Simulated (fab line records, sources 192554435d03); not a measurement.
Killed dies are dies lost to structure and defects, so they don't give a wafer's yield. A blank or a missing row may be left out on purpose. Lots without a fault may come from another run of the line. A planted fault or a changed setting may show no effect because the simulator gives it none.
Which tool did it? | flow n5_finfet | 11 lots, 33 wafers sampled, at 6 steps of a route of 1938

WHAT THE GAUGES READ, wafer by wafer
N5_SDB_CD_MEAS_11: target cd 50 nm.
lot  | measured    | on        | cd_nm (nm)
L076 | day 4 08:19 | cd_sem-02 | 48.1 48.6 48.4
L078 | day 4 22:27 | cd_sem-03 | 49.3 49.7 49.2
L080 | day 5 09:16 | cd_sem-01 | 50.8 49.3 49.2
L083 | day 6 05:46 | cd_sem-02 | 50.8 49.0 49.2
L085 | day 6 19:14 | cd_sem-02 | 48.9 50.1 48.0
L087 | day 7 02:20 | cd_sem-02 | 49.8 50.3 51.2
L089 | day 7 16:37 | cd_sem-03 | 49.7 50.6 48.9
L091 | day 8 04:18 | cd_sem-01 | 51.2 50.3 49.8
L093 | day 8 17:01 | cd_sem-02 | 48.1 47.5 49.2
L095 | day 9 00:53 | cd_sem-03 | 49.6 50.8 50.6
L097 | day 9 12:31 | cd_sem-02 | 50.7 49.7 50.3

WHICH TOOL RAN EACH LOT (tool, then ch and the chambers of the sampled wafers, then the start)
lot  | N5_FIN_CUT_ETCH_21                | N5_DUMMY_GATE_ETCH_37             | N5_DUMMY_GATE_TRIM_49           | N5_DUMMY_GATE_ETCH_42             | N5_SPACER0_ALD_00
L076 | rie_diel-03 ch 0,2,3, day 2 15:44 | rie_diel-04 ch 0,1,2, day 3 11:37 | rie_si-06 ch 0,2,3, day 3 11:42 | rie_diel-04 ch 0,1,3, day 3 12:23 | ald_sin-01 ch 1,2,3, day 3 12:49
L078 | rie_diel-05 ch 0,1,2, day 3 06:23 | rie_diel-04 ch 1,2,3, day 4 02:59 | rie_si-06 ch 0,1,3, day 4 03:05 | rie_diel-03 ch 0,1,3, day 4 03:46 | ald_sin-04 ch 0,1,2, day 4 04:11
L080 | rie_diel-04 ch 1,2,3, day 3 15:47 | rie_diel-04 ch 0,2,3, day 4 11:48 | rie_si-05 ch 1,2, day 4 11:53   | rie_diel-03 ch 1,2,3, day 4 12:36 | ald_sin-01 ch 0,2,3, day 4 13:01
L083 | rie_diel-05 ch 0,1,2, day 4 11:37 | rie_diel-03 ch 0,1, day 5 09:55   | rie_si-06 ch 0,2,3, day 5 10:00 | rie_diel-04 ch 0,1, day 5 11:04   | ald_sin-04 ch 0,1, day 5 11:29
L085 | rie_diel-04 ch 0,3, day 5 00:49   | rie_diel-05 ch 0,1,3, day 5 21:31 | rie_si-05 ch 0,1,2, day 5 21:35 | rie_diel-05 ch 1,2,3, day 5 22:17 | ald_sin-01 ch 0,3, day 5 22:43
L087 | rie_diel-05 ch 0,2,3, day 5 09:53 | rie_diel-04 ch 2,3, day 6 07:01   | rie_si-06 ch 0,1,3, day 6 07:05 | rie_diel-03 ch 1,3, day 6 07:59   | ald_sin-03 ch 1,3, day 6 08:53
L089 | rie_diel-03 ch 1,2,3, day 5 23:31 | rie_diel-05 ch 0,2,3, day 6 21:38 | rie_si-05 ch 1,2,3, day 6 21:43 | rie_diel-04 ch 2,3, day 6 22:42   | ald_sin-01 ch 2,3, day 6 23:56
L091 | rie_diel-04 ch 1,2,3, day 6 12:45 | rie_diel-04 ch 0,2, day 7 08:23   | rie_si-01 ch 1,2,3, day 7 08:28 | rie_diel-04 ch 0,1,3, day 7 09:35 | ald_sin-04 ch 0,3, day 7 10:01
L093 | rie_diel-03 ch 0,1,2, day 6 23:03 | rie_diel-03 ch 0,1,2, day 7 21:47 | rie_si-06 ch 0,1,2, day 7 21:53 | rie_diel-04 ch 0,2, day 7 22:34   | ald_sin-01 ch 1,3, day 7 22:59
L095 | rie_diel-05 ch 0,1, day 7 09:31   | rie_diel-03 ch 0,1, day 8 05:21   | rie_si-01 ch 0,1,3, day 8 05:26 | rie_diel-05 ch 0,2,3, day 8 06:08 | ald_sin-01 ch 1,2,3, day 8 06:38
L097 | rie_diel-05 ch 1,2, day 7 21:11   | rie_diel-05 ch 0,1,2, day 8 16:43 | rie_si-01 ch 0,2,3, day 8 16:48 | rie_diel-03 ch 1,2, day 8 17:30   | ald_sin-03 ch 0,1,3, day 8 18:00
- N5_FIN_CUT_ETCH_21: etches SOC in N2/H2, target depth 219 nm, overetch 43.8 nm, time 523.5 s.
- N5_DUMMY_GATE_ETCH_37: etches SOC in N2/H2, target depth 60 nm, overetch 30 nm.
- N5_DUMMY_GATE_TRIM_49: chemistry O2, time 29 s, target cd 14 nm.
- N5_DUMMY_GATE_ETCH_42: etches SiO2 in CHF3/O2, target depth 3.5 nm, time 31 s.
- N5_SPACER0_ALD_00: deposits SiOCN, target thk 3.5 nm, pulse time 3 s, purge time 2 s.

THE ANSWER, worked out from the rows above alone
Rule: what is usual is taken from the lots themselves. Put in order of their means at a reading, lots are off if they are a third of the lots or fewer, leave a main group of 4 or more, and stand apart from it by a gap of 3 or more times the standard deviation of the main group's means; of several such gaps the widest counts. A main group whose means are all the same, to the digits that the tables above print for the reading, isn't used. A lot without any number at a reading at which 4 lots or more have one is off too. The other lots that the step has rows for count as sound.
No lot is off at any reading shown: from this, nothing can be told.

WHAT THE SIMULATOR HAD PUT IN
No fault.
